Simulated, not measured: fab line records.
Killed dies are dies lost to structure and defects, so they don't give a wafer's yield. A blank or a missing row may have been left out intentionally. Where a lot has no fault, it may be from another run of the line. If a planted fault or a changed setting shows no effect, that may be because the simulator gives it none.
fab line records	flow n5Finfet
record: lots: 12	wafers: 36	lastDay: 18
route steps=1938 shown BEOL_M6@1196 PASSIVATION@1936
lots with no fault: from the same line, run without faults
startH: hours from the record's opening day to when the first of the lot's shown wafers began	waitH: hours elapsed since this lot's preceding step	" unchanged from the row above	L1.1+2: a single row standing in for several wafers	- value missing, or start not given	* or withheld: withheld	< > ~ a bound
route shown NAME@n: a module of which the file shows steps, and the number in the route of the first	usual: mean/standard deviation taken from wafers without a fault	same: alike in all rows	chamber/n: place in a boat	sites: the reading at each site	_std_site: their standard deviation	_edge_site: the outer-site mean with the inner-site mean subtracted	radiusMm: how far each site lies from the wafer's centre	mask NAME#n: copy n	behind: tool/chamber where the wafer was last shaped	hold: reason for holding the lot/hours on hold/outcome of the hold	device: the transistor (n, p or np) that didn't switch	end of line: tests run on the same wafers once the route is complete	a step with no rows: only its recipe	killed: the dies lost at the first sort to structure and to defects; this is not the yield of the wafer	map: the dies of a wafer, with x for killed, . for not killed, _ for no die there
set.NAME: the setting that was run; set.NAME@STEP: the one run at that earlier step	model.NAME: the simulator's own value behind a step, which no gauge read
a sample of lots followed through the steps of the route, with each step as a table and each wafer as a row
services: the hour from which a tool's chamber was out of use, counted from the record's first day as startH (under 0 if before that day), plus the number of hours and why
== steps ==
step: N5_BEOL_M6_THK_MEAS_01
recipe: reads: SiCOH_lowk_of_BEOL_M6_ILD_DEP_00
usual: M6_ILD_THK: 154.8/2
lot.wafer	tool	chamber	startH	waitH	M6_ILD_THK[nm]
L804.1	filmMetro-01	-	182.17	0.4	153.1
L804.4	"	-	"	"	155.6
L804.6	"	-	"	"	155.0
L805.3	filmMetro-01	-	187.18	0.3	152.0
L805.4	"	-	"	"	155.3
L805.5	"	-	"	"	152.9
L808.2	filmMetro-02	-	206.50	0.4	152.6
L808.4	"	-	"	"	155.6
L808.6	"	-	"	"	155.0
L809.1	filmMetro-02	-	215.41	0.4	152.3
L809.2	"	-	"	"	153.6
L809.4	"	-	"	"	153.8
L810.1	filmMetro-01	-	251.64	0.4	154.1
L810.3	"	-	"	"	152.0
L810.6	"	-	"	"	155.1
L815.2	filmMetro-02	-	269.59	0.7	153.3
L815.4	"	-	"	"	154.0
L815.5	"	-	"	"	157.0
L814.3	filmMetro-02	-	280.75	0.5	153.8
L814.5	"	-	"	"	156.7
L814.6	"	-	"	"	154.1
L821.1	filmMetro-02	-	307.00	0.4	154.1
L821.2	"	-	"	"	152.6
L821.3	"	-	"	"	152.5
L824.1	filmMetro-02	-	310.09	0.4	156.3
L824.4	"	-	"	"	156.6
L824.6	"	-	"	"	155.8
L823.2	filmMetro-02	-	324.01	0.4	155.4
L823.5	"	-	"	"	156.7
L823.6	"	-	"	"	158.6
L826.2	filmMetro-01	-	327.18	0.7	154.3
L826.4	"	-	"	"	158.0
L826.6	"	-	"	"	156.5
L822.3	filmMetro-01	-	331.64	0.3	153.9
L822.5	"	-	"	"	155.9
L822.6	"	-	"	"	154.2
step: N5_BEOL_M6_CD_MEAS_11
recipe: targetCdNm: 38.5	landingEnergyEv: 500	detector: seInlens	polarity: opening
usual: cdNm: 38.5/0.65
lot.wafer	tool	chamber	startH	waitH	cdNm
L804.1	cdSem-02	0	184.01	-	38.7
L804.4	"	0	"	"	39.1
L804.6	"	0	"	"	39.4
L805.3	cdSem-01	0	188.97	-	38.7
L805.4	"	0	"	"	39.1
L805.5	"	0	"	"	39.3
L808.2	cdSem-02	0	208.43	-	38.1
L808.4	"	0	"	"	38.4
L808.6	"	0	"	"	38.7
L809.1	cdSem-01	0	215.90	-	38.0
L809.2	"	0	"	"	37.9
L809.4	"	0	"	"	37.7
L810.1	cdSem-03	0	253.73	-	38.2
L810.3	"	0	"	"	37.1
L810.6	"	0	"	"	37.4
L815.2	cdSem-03	0	271.00	-	39.2
L815.4	"	0	"	"	39.6
L815.5	"	0	"	"	38.2
L814.3	cdSem-02	0	282.53	-	37.7
L814.5	"	0	"	"	38.6
L814.6	"	0	"	"	38.7
L821.1	cdSem-01	0	308.51	-	38.5
L821.2	"	0	"	"	38.5
L821.3	"	0	"	"	37.9
L824.1	cdSem-03	0	313.31	-	39.6
L824.4	"	0	"	"	39.1
L824.6	"	0	"	"	38.7
L823.2	cdSem-01	0	326.40	-	36.7
L823.5	"	0	"	"	37.1
L823.6	"	0	"	"	37.6
L826.2	cdSem-03	0	330.41	-	38.8
L826.4	"	0	"	"	39.6
L826.6	"	0	"	"	39.1
L822.3	cdSem-03	0	333.91	-	38.6
L822.5	"	0	"	"	39.0
L822.6	"	0	"	"	38.5
step: N5_BEOL_M6_INSPECT_13
recipe: mode: adi	inspectInstrument: brightfield
usual: rawDefectCount: 389/85
lot.wafer	tool	chamber	startH	waitH	rawDefectCount
L804.1	defectInspect-02	-	184.06	0.0	387
L804.4	"	-	"	"	262
L804.6	"	-	"	"	224
L805.3	defectInspect-01	-	189.02	0.0	410
L805.4	"	-	"	"	246
L805.5	"	-	"	"	332
L808.2	defectInspect-02	-	208.49	0.0	403
L808.4	"	-	"	"	377
L808.6	"	-	"	"	348
L809.1	defectInspect-01	-	215.96	0.0	464
L809.2	"	-	"	"	448
L809.4	"	-	"	"	335
L810.1	defectInspect-02	-	253.79	0.0	327
L810.3	"	-	"	"	296
L810.6	"	-	"	"	304
L815.2	defectInspect-02	-	271.05	0.0	294
L815.4	"	-	"	"	409
L815.5	"	-	"	"	324
L814.3	defectInspect-01	-	282.58	0.0	270
L814.5	"	-	"	"	442
L814.6	"	-	"	"	300
L821.1	defectInspect-02	-	308.57	0.0	337
L821.2	"	-	"	"	447
L821.3	"	-	"	"	273
L824.1	defectInspect-01	-	313.36	0.0	514
L824.4	"	-	"	"	381
L824.6	"	-	"	"	368
L823.2	defectInspect-01	-	326.45	0.0	493
L823.5	"	-	"	"	465
L823.6	"	-	"	"	522
L826.2	defectInspect-01	-	330.47	0.0	667
L826.4	"	-	"	"	439
L826.6	"	-	"	"	548
L822.3	defectInspect-01	-	333.96	0.0	469
L822.5	"	-	"	"	389
L822.6	"	-	"	"	555
step: N5_BEOL_M6_COAT_63
recipe: resist: SOC	tempC: 250	timeS: 60	spinRpm: 1500	resistThkNm: 60
usual: spinSpeedRpm: 1499.9/0.86
lot.wafer	tool	chamber	startH	waitH	spinSpeedRpm
L804.1	lithoTrack-01	0	184.82	0.0	1500.7
L804.4	"	0	"	"	1501.5
L804.6	"	0	"	"	1499.3
L805.3	lithoTrack-02	0	189.82	0.3	1500.1
L805.4	"	0	"	"	1500.3
L805.5	"	0	"	"	1500.6
L808.2	lithoTrack-03	0	213.95	4.7	1499.7
L808.4	"	0	"	"	1500.3
L808.6	"	0	"	"	1499.2
L809.1	lithoTrack-01	0	218.82	2.3	1501.1
L809.2	"	0	"	"	1500.2
L809.4	"	0	"	"	1499.3
L810.1	lithoTrack-02	0	254.49	0.2	1500.2
L810.3	"	0	"	"	1499.9
L810.6	"	0	"	"	1500.2
L815.2	lithoTrack-01	0	272.99	1.4	1413.5
L815.4	"	0	"	"	1412.6
L815.5	"	0	"	"	1413.9
L814.3	lithoTrack-01	0	283.11	0.0	1413.0
L814.5	"	0	"	"	1412.6
L814.6	"	0	"	"	1413.6
L821.1	lithoTrack-03	0	312.04	3.0	1501.2
L821.2	"	0	"	"	1501.5
L821.3	"	0	"	"	1500.8
L824.1	lithoTrack-02	0	315.48	1.5	1498.1
L824.4	"	0	"	"	1500.9
L824.6	"	0	"	"	1499.6
L823.2	lithoTrack-02	0	329.18	2.2	1499.2
L823.5	"	0	"	"	1499.3
L823.6	"	0	"	"	1500.1
L826.2	lithoTrack-03	0	332.65	1.7	1499.2
L826.4	"	0	"	"	1500.7
L826.6	"	0	"	"	1499.7
L822.3	lithoTrack-02	0	334.53	0.0	1500.5
L822.5	"	0	"	"	1501.1
L822.6	"	0	"	"	1500.7
step: N5_PASSIVATION_PROBE_49
usual: defectLimitedYield: 91.4/1.5	killed_at_M0_to_M3: 33/11	killed_at_M4_up: 14/5.3	killedAtContacts: 13/6.2	killedAtFrontEnd: 39/13	killedAtOther: 3.1/2.8	killedDies: 102/17	killedOpen: 68/13	killedShort: 32/7.8	sort_bin_5_function: 5.1/0.95	sort_bin_6_memory: 3.2/0.7	sortNPass: 1078/18	sortYieldPct: 91.3/1.5
same: grossDies: 1180	killedAtBackSide: 0	sort_bin_4_leakage[%]: 0	sort_bin_8_speed[%]: 0
lot.wafer	tool	chamber	startH	waitH	defectLimitedYield[%]	killed_at_M0_to_M3	killed_at_M4_up	killedAtContacts	killedAtFrontEnd	killedAtOther	killedDies	killedOpen	killedShort	sort_bin_5_function[%]	sort_bin_6_memory[%]	sortNPass	sortYieldPct[%]
L804.1	prober-01	-	274.47	0.0	94.7	20	12	8	20	3	63	35	27	3.1	2.1	1117	94.7
L804.4	prober-01	-	274.62	0.2	91.8	42	17	10	24	4	97	58	35	4.5	3.2	1083	91.8
L804.6	prober-01	-	274.72	0.3	91.3	36	12	16	33	6	103	62	37	5.1	3.0	1077	91.3
L805.3	prober-01	-	282.14	0.1	92.5	26	19	3	39	1	88	51	32	4.4	2.6	1092	92.5
L805.4	prober-01	-	282.19	0.2	90.8	51	9	3	45	1	109	67	41	5.4	3.5	1071	90.8
L805.5	prober-01	-	282.24	0.2	92.2	38	12	10	28	4	92	60	30	5.1	2.7	1088	92.2
L808.2	prober-01	-	300.93	0.1	91.9	28	13	14	38	3	96	61	34	4.1	3.6	1084	91.9
L808.4	prober-01	-	301.03	0.2	92.4	32	10	6	40	2	90	53	37	4.7	2.5	1090	92.4
L808.6	prober-01	-	301.13	0.3	90.7	35	7	15	46	7	110	76	34	5.6	3.5	1070	90.7
L809.1	prober-01	-	309.99	0.0	91.4	32	10	15	43	1	101	81	20	4.9	3.6	1079	91.4
L809.2	prober-01	-	310.04	0.1	91.6	32	12	18	37	0	99	72	27	5.5	2.7	1081	91.6
L809.4	prober-01	-	310.14	0.2	90.9	42	20	9	35	1	107	69	38	5.3	3.2	1073	90.9
L810.1	prober-01	-	336.63	0.3	91.4	30	23	5	41	2	101	67	34	5.0	3.4	1079	91.4
L810.3	prober-01	-	336.73	0.4	90.6	31	16	8	55	1	111	68	38	5.8	3.1	1069	90.6
L810.6	prober-01	-	336.88	0.5	90.8	35	19	12	41	2	109	77	32	4.9	4.2	1071	90.8
L815.2	prober-02	-	359.19	0.1	90.8	30	12	19	41	7	109	74	34	5.1	4.0	1071	90.8
L815.4	prober-02	-	359.29	0.2	91.6	16	13	18	49	3	99	65	31	5.7	2.2	1081	91.6
L815.5	prober-02	-	359.34	0.2	92.5	17	13	23	36	0	89	67	21	4.4	3.0	1091	92.5
L814.3	prober-02	-	372.97	0.1	90.9	25	11	20	38	13	107	71	35	4.9	3.8	1073	90.9
L814.5	prober-02	-	373.07	0.2	90.6	29	29	11	33	9	111	77	34	5.6	3.4	1069	90.6
L814.6	prober-02	-	373.12	0.3	92.2	35	15	14	25	3	92	68	24	5.7	2.1	1088	92.2
L821.1	prober-01	-	394.61	0.0	89.7	37	10	16	58	1	122	79	42	6.3	3.6	1058	89.7
L821.2	prober-01	-	394.66	0.1	90.6	25	21	14	49	2	111	73	38	5.9	3.0	1069	90.6
L821.3	prober-01	-	394.71	0.1	90.7	22	14	9	58	7	110	73	36	5.2	3.9	1070	90.7
L824.1	prober-01	-	404.50	0.0	92.5	44	9	9	26	1	89	65	24	4.4	3.0	1091	92.5
L824.4	prober-01	-	404.65	0.2	90.3	36	20	19	37	3	115	73	42	5.9	3.5	1065	90.3
L824.6	prober-01	-	404.75	0.3	95.0	20	10	12	16	1	59	35	24	2.6	2.3	1121	95.0
L826.2	prober-02	-	419.96	0.1	92.1	34	7	11	41	0	93	66	27	4.7	3.1	1087	92.1
L826.4	prober-02	-	420.06	0.2	91.8	37	18	10	32	0	97	70	25	4.6	3.3	1083	91.8
L826.6	prober-02	-	420.16	0.3	92.5	37	12	9	29	2	89	62	26	4.6	2.9	1091	92.5
L823.2	prober-02	-	422.91	0.1	90.2	56	6	6	45	3	116	65	41	4.8	3.9	1064	90.2
L823.5	prober-02	-	423.06	0.2	89.6	34	13	18	56	2	123	84	36	6.8	3.1	1057	89.6
L823.6	prober-02	-	423.11	0.3	89.0	46	13	14	55	2	130	76	52	6.4	3.9	1050	89.0
L822.3	prober-02	-	425.66	0.1	92.5	38	14	8	26	2	88	53	33	5.3	1.9	1092	92.5
L822.5	prober-02	-	425.76	0.2	89.2	56	11	15	37	9	128	80	47	5.8	4.4	1052	89.2
L822.6	prober-02	-	425.81	0.3	92.1	38	11	11	31	2	93	52	35	4.7	2.9	1087	92.1
killed by level:class
L804.1 MOL_CONTACT_COAG:geometricParticle:open=5 BEOL_M0_SAQP:geometricParticle:short=5 BEOL_M4:geometricParticle:open=5 DUMMY_GATE:geometricParticle:open=4 STARTING-WAFER:geometricParticle:short=4 ILD0:geometricParticle:short=3 MOL_CONTACT_COAG:geometricParticle:short=3 BEOL_M0_SAQP:geometricParticle:open=3
L804.4 BEOL_M2:geometricParticle:open=11 MOL_CONTACT_COAG:geometricParticle:open=8 BEOL_M1:geometricParticle:short=7 BEOL_M0_SAQP:geometricParticle:short=6 BEOL_M1:geometricParticle:open=6 BEOL_M4:geometricParticle:open=6 GATE_CUT:geometricParticle:short=4 BEOL_M0_SAQP:geometricParticle:open=4
L804.6 MOL_CONTACT_COAG:geometricParticle:open=15 FIN_SAQP:geometricParticle:open=9 BEOL_M3:geometricParticle:open=7 BEOL_M0_SAQP:geometricParticle:short=6 BEOL_M1:geometricParticle:short=6 FIN_SAQP:geometricParticle:short=4 STI_FIN_REVEAL:geometricParticle:open=4 BEOL_M0:geometricParticle:open=4
L805.3 STI_FIN_REVEAL:geometricParticle:open=11 BEOL_M0_SAQP:geometricParticle:short=11 FIN_SAQP:geometricParticle:short=8 BEOL_M0_SAQP:geometricParticle:open=6 BEOL_M4:geometricParticle:open=6 FIN_SAQP:geometricParticle:open=5 DUMMY_GATE:geometricParticle:open=3 GATE_CUT:geometricParticle:short=3
L805.4 FIN_SAQP:geometricParticle:open=16 BEOL_M0_SAQP:geometricParticle:short=15 BEOL_M0_SAQP:geometricParticle:open=12 STI_FIN_REVEAL:geometricParticle:open=8 BEOL_M2:geometricParticle:open=7 FIN_SAQP:geometricParticle:short=5 BEOL_M1:geometricParticle:open=5 STARTING-WAFER:geometricParticle:short=5
L805.5 BEOL_M0_SAQP:geometricParticle:short=12 BEOL_M0_SAQP:geometricParticle:open=11 MOL_CONTACT_COAG:geometricParticle:open=9 FIN_SAQP:geometricParticle:open=8 STI_FIN_REVEAL:geometricParticle:open=5 BEOL_M4:geometricParticle:open=5 FIN_SAQP:geometricParticle:short=4 BEOL_M1:geometricParticle:open=4
L808.2 DUMMY_GATE:geometricParticle:open=9 MOL_CONTACT_COAG:geometricParticle:open=9 BEOL_M0_SAQP:geometricParticle:short=9 BEOL_M0_SAQP:geometricParticle:open=8 FIN_SAQP:geometricParticle:open=5 FIN_SAQP:geometricParticle:short=5 STI_FIN_REVEAL:geometricParticle:open=5 MOL_CONTACT_COAG:geometricParticle:short=5
L808.4 BEOL_M2:geometricParticle:open=12 FIN_SAQP:geometricParticle:short=10 FIN_SAQP:geometricParticle:open=9 BEOL_M0_SAQP:geometricParticle:short=7 BEOL_M0_SAQP:geometricParticle:open=7 STI_FIN_REVEAL:geometricParticle:open=6 BEOL_M5:geometricParticle:open=4 STI_FIN_REVEAL:geometricParticle:short=3
L808.6 STI_FIN_REVEAL:geometricParticle:open=13 MOL_CONTACT_COAG:geometricParticle:open=12 BEOL_M0_SAQP:geometricParticle:open=9 BEOL_M0_SAQP:geometricParticle:short=8 STI_FIN_REVEAL:geometricParticle:short=7 BEOL_M2:geometricParticle:open=5 FIN_SAQP:geometricParticle:open=4 FIN_CUT:geometricParticle:open=4
L809.1 MOL_CONTACT_COAG:geometricParticle:open=13 BEOL_M3:geometricParticle:open=12 FIN_SAQP:geometricParticle:open=10 STI_FIN_REVEAL:geometricParticle:open=8 BEOL_M0_SAQP:geometricParticle:open=8 BEOL_M1:geometricParticle:open=7 STARTING-WAFER:geometricParticle:open=6 FIN_SAQP:geometricParticle:short=5
L809.2 MOL_CONTACT_COAG:geometricParticle:open=16 STI_FIN_REVEAL:geometricParticle:open=10 FIN_SAQP:geometricParticle:short=9 FIN_SAQP:geometricParticle:open=8 BEOL_M3:geometricParticle:open=7 BEOL_M0:geometricParticle:open=6 BEOL_M2:geometricParticle:open=6 BEOL_M1:geometricParticle:open=5
L809.4 BEOL_M0_SAQP:geometricParticle:short=12 MOL_CONTACT_COAG:geometricParticle:open=8 BEOL_M2:geometricParticle:open=7 BEOL_M4:geometricParticle:open=7 BEOL_M3:geometricParticle:open=6 BEOL_M0_SAQP:geometricParticle:open=6 FIN_SAQP:geometricParticle:short=5 BEOL_M1:geometricParticle:open=5
L810.1 FIN_SAQP:geometricParticle:open=16 BEOL_M3:geometricParticle:open=11 BEOL_M4:geometricParticle:open=10 FIN_SAQP:geometricParticle:short=9 BEOL_M0_SAQP:geometricParticle:short=8 MOL_CONTACT_COAG:geometricParticle:open=5 BEOL_M8:geometricParticle:open=5 BEOL_M0_SAQP:geometricParticle:open=3
L810.3 FIN_SAQP:geometricParticle:open=17 STI_FIN_REVEAL:geometricParticle:open=8 BEOL_M0_SAQP:geometricParticle:short=8 FIN_SAQP:geometricParticle:short=7 BEOL_M0_SAQP:geometricParticle:open=7 DUMMY_GATE:geometricParticle:open=6 MOL_CONTACT_COAG:geometricParticle:open=5 BEOL_M1:geometricParticle:short=5
L810.6 BEOL_M4:geometricParticle:open=13 FIN_SAQP:geometricParticle:open=10 DUMMY_GATE:geometricParticle:open=8 MOL_CONTACT_COAG:geometricParticle:open=8 BEOL_M2:geometricParticle:open=8 FIN_SAQP:geometricParticle:short=7 BEOL_M0_SAQP:geometricParticle:open=7 BEOL_M3:geometricParticle:open=7
L815.2 MOL_CONTACT_COAG:geometricParticle:open=14 BEOL_M2:geometricParticle:open=9 STI_FIN_REVEAL:geometricParticle:open=8 BEOL_M0_SAQP:geometricParticle:short=6 BEOL_M0:geometricParticle:open=6 FIN_SAQP:geometricParticle:short=5 MOL_CONTACT_COAG:geometricParticle:short=5 BEOL_M4:geometricParticle:open=5
L815.4 MOL_CONTACT_COAG:geometricParticle:open=16 STI_FIN_REVEAL:geometricParticle:open=12 FIN_SAQP:geometricParticle:short=9 BEOL_M3:geometricParticle:open=5 DUMMY_GATE:geometricParticle:open=4 BEOL_M4:geometricParticle:open=4 FIN_SAQP:geometricParticle:open=3 FIN_CUT:geometricParticle:open=3
L815.5 MOL_CONTACT_COAG:geometricParticle:open=18 FIN_SAQP:geometricParticle:open=9 BEOL_M3:geometricParticle:open=7 STI_FIN_REVEAL:geometricParticle:open=6 MOL_CONTACT_COAG:geometricParticle:short=5 DUMMY_GATE:geometricParticle:open=4 BEOL_M2:geometricParticle:open=4 GATE_CUT:geometricParticle:open=3
L814.3 MOL_CONTACT_COAG:geometricParticle:open=15 FIN_SAQP:geometricParticle:open=9 FIN_SAQP:geometricParticle:short=6 BEOL_M0_SAQP:geometricParticle:open=6 BEOL_M3:geometricParticle:open=6 STI_FIN_REVEAL:geometricParticle:open=5 DUMMY_GATE:geometricParticle:open=5 BEOL_M0_SAQP:geometricParticle:short=5
L814.5 BEOL_M4:geometricParticle:open=15 STI_FIN_REVEAL:geometricParticle:open=10 MOL_CONTACT_COAG:geometricParticle:open=8 BEOL_M2:geometricParticle:open=7 BEOL_M0_SAQP:geometricParticle:short=5 BEOL_M3:geometricParticle:open=5 BEOL_M0_SAQP:geometricParticle:open=4 BEOL_M5:geometricParticle:open=4
L814.6 BEOL_M3:geometricParticle:open=16 MOL_CONTACT_COAG:geometricParticle:open=12 BEOL_M4:geometricParticle:open=7 BEOL_M0_SAQP:geometricParticle:short=5 BEOL_M2:geometricParticle:open=5 STI_FIN_REVEAL:geometricParticle:open=4 DUMMY_GATE:geometricParticle:open=4 BEOL_M0:geometricParticle:open=4
L821.1 FIN_SAQP:geometricParticle:open=16 MOL_CONTACT_COAG:geometricParticle:open=13 BEOL_M0_SAQP:geometricParticle:open=10 BEOL_M0:geometricParticle:open=10 GATE_CUT:geometricParticle:short=8 FIN_SAQP:geometricParticle:short=7 STI_FIN_REVEAL:geometricParticle:open=7 BEOL_M1:geometricParticle:short=5
L821.2 MOL_CONTACT_COAG:geometricParticle:open=11 BEOL_M0_SAQP:geometricParticle:short=11 BEOL_M4:geometricParticle:open=10 FIN_SAQP:geometricParticle:open=8 GATE_CUT:geometricParticle:short=8 BEOL_M0_SAQP:geometricParticle:open=8 DUMMY_GATE:geometricParticle:open=7 STI_FIN_REVEAL:geometricParticle:open=5
L821.3 FIN_SAQP:geometricParticle:open=17 FIN_SAQP:geometricParticle:short=9 BEOL_M0_SAQP:geometricParticle:short=9 BEOL_M4:geometricParticle:open=9 MOL_CONTACT_COAG:geometricParticle:open=8 GATE_CUT:geometricParticle:open=7 STI_FIN_REVEAL:geometricParticle:open=5 ILD0:geometricParticle:open=5
L824.1 BEOL_M0_SAQP:geometricParticle:open=19 BEOL_M0_SAQP:geometricParticle:short=11 MOL_CONTACT_COAG:geometricParticle:open=8 FIN_SAQP:geometricParticle:open=5 DUMMY_GATE:geometricParticle:open=4 BEOL_M2:geometricParticle:open=4 BEOL_M3:geometricParticle:open=4 STARTING-WAFER:geometricParticle:open=4
L824.4 BEOL_M0_SAQP:geometricParticle:short=16 MOL_CONTACT_COAG:geometricParticle:open=15 BEOL_M0_SAQP:geometricParticle:open=13 BEOL_M4:geometricParticle:open=9 FIN_SAQP:geometricParticle:short=7 STI_FIN_REVEAL:geometricParticle:open=7 FIN_SAQP:geometricParticle:open=6 STARTING-WAFER:geometricParticle:open=5
L824.6 MOL_CONTACT_COAG:geometricParticle:open=10 BEOL_M0_SAQP:geometricParticle:open=8 BEOL_M0_SAQP:geometricParticle:short=7 BEOL_M2:geometricParticle:short=4 BEOL_M6:geometricParticle:open=4 FIN_SAQP:geometricParticle:short=3 FIN_SAQP:geometricParticle:open=3 STARTING-WAFER:geometricParticle:short=3
L826.2 FIN_SAQP:geometricParticle:open=21 BEOL_M3:geometricParticle:open=13 MOL_CONTACT_COAG:geometricParticle:open=8 FIN_SAQP:geometricParticle:short=7 BEOL_M0_SAQP:geometricParticle:open=5 BEOL_M0_SAQP:geometricParticle:short=5 BEOL_M1:geometricParticle:open=5 DUMMY_GATE:geometricParticle:open=4
L826.4 MOL_CONTACT_COAG:geometricParticle:open=10 BEOL_M0_SAQP:geometricParticle:open=10 BEOL_M1:geometricParticle:open=8 STARTING-WAFER:geometricParticle:open=8 BEOL_M0_SAQP:geometricParticle:short=6 BEOL_M4:geometricParticle:open=6 STI_FIN_REVEAL:geometricParticle:open=5 BEOL_M3:geometricParticle:open=5
L826.6 BEOL_M1:geometricParticle:open=9 BEOL_M3:geometricParticle:open=9 MOL_CONTACT_COAG:geometricParticle:open=8 BEOL_M5:geometricParticle:open=7 BEOL_M0_SAQP:geometricParticle:open=6 BEOL_M0_SAQP:geometricParticle:short=6 FIN_SAQP:geometricParticle:open=5 DUMMY_GATE:geometricParticle:short=4
L823.2 BEOL_M0_SAQP:geometricParticle:short=11 BEOL_M0_SAQP:geometricParticle:open=10 BEOL_M3:geometricParticle:open=10 STI_FIN_REVEAL:geometricParticle:open=9 FIN_SAQP:geometricParticle:open=8 BEOL_M2:geometricParticle:open=8 HKMG_FIN:areaEtch=8 FIN_SAQP:geometricParticle:short=7
L823.5 MOL_CONTACT_COAG:geometricParticle:open=15 FIN_SAQP:geometricParticle:open=12 STI_FIN_REVEAL:geometricParticle:open=12 BEOL_M0_SAQP:geometricParticle:open=9 BEOL_M0_SAQP:geometricParticle:short=9 FIN_SAQP:geometricParticle:short=6 DUMMY_GATE:geometricParticle:open=6 BEOL_M2:geometricParticle:open=5
L823.6 FIN_SAQP:geometricParticle:open=12 FIN_SAQP:geometricParticle:short=9 BEOL_M2:geometricParticle:open=9 STARTING-WAFER:geometricParticle:short=9 MOL_CONTACT_COAG:geometricParticle:open=8 BEOL_M0_SAQP:geometricParticle:open=8 BEOL_M0_SAQP:geometricParticle:short=7 BEOL_M1:geometricParticle:open=7
L822.3 BEOL_M0_SAQP:geometricParticle:open=15 BEOL_M4:geometricParticle:open=10 BEOL_M0_SAQP:geometricParticle:short=8 MOL_CONTACT_COAG:geometricParticle:open=5 FIN_SAQP:geometricParticle:short=4 BEOL_M2:geometricParticle:short=4 FIN_SAQP:geometricParticle:open=3 DUMMY_GATE:geometricParticle:short=3
L822.5 BEOL_M0_SAQP:geometricParticle:short=18 BEOL_M0_SAQP:geometricParticle:open=17 MOL_CONTACT_COAG:geometricParticle:open=13 BEOL_M4:geometricParticle:open=7 PASS1_DEP:geometricParticle:short=7 GATE_CUT:geometricParticle:open=6 BEOL_M2:geometricParticle:open=6 BEOL_M3:geometricParticle:short=6
L822.6 BEOL_M0_SAQP:geometricParticle:open=11 MOL_CONTACT_COAG:geometricParticle:open=11 BEOL_M0_SAQP:geometricParticle:short=9 BEOL_M4:geometricParticle:open=7 STARTING-WAFER:geometricParticle:short=6 BEOL_M3:geometricParticle:short=5 FIN_SAQP:geometricParticle:short=4 STI_FIN_REVEAL:geometricParticle:open=4
== services ==
tool	chamber	startH	hours	kind
lithoTrack-01	-	170.04	-	consumableReplace:filter
== key ==
firstSign: step: N5_BEOL_M6_COAT_63	reading: spinSpeedRpm	direction: down	sigmas: 99+	usual: *	struck: *
effect none on later readings
metAt N5_BEOL_M6_COAT_63
struckLots L814,L815
notActingAt N5_BEOL_M6_THK_MEAS_01,N5_BEOL_M6_CD_MEAS_11,N5_BEOL_M6_INSPECT_13
onsetBetween 218.82 272.99
fault: kind: processParameterDrift	tool: lithoTrack-01	chamber: -	onsetH: 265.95	steps: N5_BEOL_M6_COAT_63	channel: spinRpm	offset: *	shape: step	endH: 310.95	actsIn: *	stated: *
